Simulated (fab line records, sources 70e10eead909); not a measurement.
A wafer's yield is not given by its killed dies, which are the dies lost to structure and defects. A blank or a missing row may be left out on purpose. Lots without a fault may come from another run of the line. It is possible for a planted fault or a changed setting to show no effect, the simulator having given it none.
Matching of chambers    flow nand-harc    4 sister chambers for NHARC_A_STAIRCASE_CMP_472 on cmp-02
The step polishes SiO2. 8 wafers are shown with their chamber, then 11 later ones without.

== EACH WAFER AND ITS CHAMBER ==
wafer   chamber  motor-current-A (A)
L080.5  2        11.0
L080.6  1        11.4
L082.1  1        11.1
L082.2  0        11.4
L083.1  0        11.2
L083.2  2        11.4
L083.3  3        12.6
L086.3  3        12.7

== WAFERS WITHOUT THEIR CHAMBER ==
wafer   motor-current-A (A)
L086.4  11.3
L086.5  11.6
L085.1  10.6
L085.2  11.6
L085.5  11.6
L092.1  10.5
L092.3  10.7
L092.5  11.7
L096.2  11.5
L096.4  12.8
L096.5  12.7

== THE CHAMBER EACH PASSED THROUGH ==
wafer   from the rows above           in truth
L086.4  can't be placed: 0 or 1 or 2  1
L086.5  can't be placed: 0 or 1 or 2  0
L085.1  can't be placed: 2 or 1 or 0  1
L085.2  can't be placed: 0 or 1 or 2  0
L085.5  can't be placed: 0 or 1 or 2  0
L092.1  can't be placed: 2 or 1 or 0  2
L092.3  can't be placed: 2 or 1 or 0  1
L092.5  can't be placed: 0 or 1 or 2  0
L096.2  can't be placed: 0 or 1 or 2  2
L096.4  3                             3
L096.5  3                             3
Correctly placed: 2 of 11. Unplaceable from these rows: 9, with the true chamber sitting among the candidates in 9. Placed wrongly: 0.
How it was worked out, from the rows above alone: a wafer's distance from a chamber is the root of the sum, over the readings, of the square of ((its reading less the chamber's mean) divided by the reading's scatter). If the next closest chamber is less than 2 further off than the closest, the wafer can't be placed; otherwise it belongs to the closest. For every chamber, the mean is computed from those of its wafers that are shown. The scatter: the root of (the sum of the squares of (reading less its chamber's mean) over the shown wafers, divided by (wafers less chambers)).
